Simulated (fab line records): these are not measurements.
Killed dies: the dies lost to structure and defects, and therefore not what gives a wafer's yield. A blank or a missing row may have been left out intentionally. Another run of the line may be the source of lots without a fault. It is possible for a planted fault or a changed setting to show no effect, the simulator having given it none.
A struck lot beside a sound one | flow n5-finfet | 15 steps out of a route of 1938
Sound: these wafers, L578.2, L578.3, L578.6. The struck wafers were L583.1, L583.3, L583.6. The cause comes at the end.
Each step with rows lists, per side, the tool, then ch with its chambers, then its first start. Under that, the readings that differ: sound wafers | struck wafers | difference of the means | sigmas: that difference in standard deviations of wafers without a fault.
alike: readings with means less than 2 such deviations apart, plus words and numbers identical on both sides. not compared: withheld readings, readings lacking a value on some wafer, bounds such as >300 that could conceal the same value, and numbers that have no deviation in the record and whose values overlap.
The two part at a step that has a row with sigmas, a row that says differs or no value, or rows on one side only. When numbers do not overlap yet have no deviation, they are printed without sigmas and do not part them. A reading missing from all wafers of one side parts the sides only when that side holds two or more wafers.

first, 9 steps without rows for these wafers: N5_FIN_CUT_EXPOSE_05 (exposes mask FIN CUT); N5_FIN_CUT_PEB_06 (peb time 60 s); N5_FIN_CUT_DEVELOP_07 (develop time 30 s); N5_FIN_CUT_DESCUM_13 (chemistry O2, time 7 s); N5_FIN_CUT_ETCH_30 (etches underlayer in N2/H2, target depth 13 nm, time 10.4 s); N5_FIN_CUT_ETCH_20 (etches SiARC in CF4, target depth 26 nm, time 43.3 s); N5_FIN_CUT_ETCH_21 (etches SOC in N2/H2, target depth 219 nm, overetch 43.8 nm, time 523.5 s); N5_FIN_CUT_STRIP_23 (strips in N2/H2); N5_FIN_CUT_STRIP_31 (strips in N2/H2).
N5_FIN_CUT_STRIP_24: strips in CF4.
  sound on rie-diel-05 ch 1,3, day 5 09:16; struck on rie-diel-05 ch 0,2,3, day 6 16:08
  no value came back on the struck wafers for any of 7 readings (bias-power-w (W), cf4-flow-sccm (sccm) and others); on the sound wafers bias-power-w (W) reads 74.92 75.04 75.11
  reading                                    | sound | struck       | difference | sigmas
  model.SiARC_of_FIN_CUT_COAT_19.thk-nm (nm) | 0 0 0 | 11.8 11.6 12 | +11.8      |
  not compared: rf-hours-counter-h
then, 1 step without rows for these wafers: N5_FIN_CUT_CUT_ETCH_26 (etches SiNx in CH3F/O2, target depth 39 nm, time 55.7 s).
N5_FIN_CUT_CUT_ETCH_27: etches SiO2 in CHF3/O2, target depth 4 nm, overetch 2 nm, time 4.9 s.
  sound on rie-diel-05 ch 1,3, day 5 09:19; struck on rie-diel-05 ch 0,2,3, day 6 16:12
  reading                                    | sound | struck      | difference | sigmas
  model.SiARC_of_FIN_CUT_COAT_19.thk-nm (nm) | 0 0 0 | 4.6 4.2 4.8 | +4.5       |
  alike: bias-w, drypump-motor-current-A, oes-product-au, rf-vpp-V, showerhead-plenum-p-Torr, throttle-valve-pct
  not compared: rf-hours-counter-h
then, 1 step without rows for these wafers: N5_FIN_CUT_PRECLEAN_35 (cleans in vHF, time 13.3 s).
-- here the record skips 5 days between the struck wafers' starts before and after, leaving off in module FIN_CUT and picking up in module BEOL_M4 (first step shown: number 1111 of the route) --
N5_BEOL_M4_RC_MEAS_101:
  sound on prober-01 ch 0, day 11 04:33; struck on prober-01 ch 0, day 12 02:46
  alike: DIBL_N, DIBL_P, IOFF_N, IOFF_P, ION_N, ION_P, SS_N, SS_P, VT_N, VT_P
N5_PASSIVATION_PROBE_49:
  the record has rows for the sound wafers here (prober-01, day 15 18:49) and none for the struck ones

## WHERE THEY PART
Last at N5_PASSIVATION_PROBE_49 as far as this record goes, first at N5_FIN_CUT_STRIP_24.

WHY: the cause the simulator had injected
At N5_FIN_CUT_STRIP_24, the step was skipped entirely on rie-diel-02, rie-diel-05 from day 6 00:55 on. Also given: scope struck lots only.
